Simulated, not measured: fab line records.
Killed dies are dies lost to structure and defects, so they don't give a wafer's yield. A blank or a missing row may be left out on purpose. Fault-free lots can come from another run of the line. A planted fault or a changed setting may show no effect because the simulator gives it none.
Matching of chambers | flow nandHarc | NHARC_THIN_TSV_ETCH_15 on rieSi-03: 4 sister chambers
The step target depth 3000 nm, bosch target overetch cycles 2, bosch etch step 2.8 s. 4 wafers are shown with their chamber, then 8 later ones without.

WAFERS WITH THEIR CHAMBER
wafer  | chamber | drypumpMotorCurrentA (A)
L371.6 | 2       | 5.5
L373.1 | 3       | 5.3
L375.1 | 0       | 5.0
L374.3 | 1       | 6.0

WAFERS WITHOUT THEIR CHAMBER
wafer  | drypumpMotorCurrentA (A)
L374.5 | 5.4
L374.6 | 6.0
L377.1 | 4.9
L377.2 | 5.4
L377.5 | 5.0
L382.4 | 6.0
L382.5 | 4.9
L382.6 | 5.2

EACH ONE'S CHAMBER
wafer  | from the rows above     | in truth
L374.5 | can't be placed: 2 or 3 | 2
L374.6 | 1                       | 1
L377.1 | 0                       | 0
L377.2 | can't be placed: 2 or 3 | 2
L377.5 | 0                       | 0
L382.4 | 1                       | 1
L382.5 | 0                       | 0
L382.6 | can't be placed: 3 or 0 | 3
Placed correctly: 5 of 8. Can't be placed from these rows: 3 (the true chamber is among the candidates in 3). Placed wrongly: 0.
How it was worked out, from the rows above alone: a wafer's distance from a chamber is the root of the sum, over the readings, of the square of ((its reading less the chamber's mean) divided by the reading's scatter). If the next closest chamber is less than 2 further off than the closest, the wafer can't be placed; otherwise it belongs to the closest. A chamber's mean is the mean of its shown wafers. The scatter: root of mean squared gap, hidden wafer to nearest shown wafer, with one shown wafer a chamber.
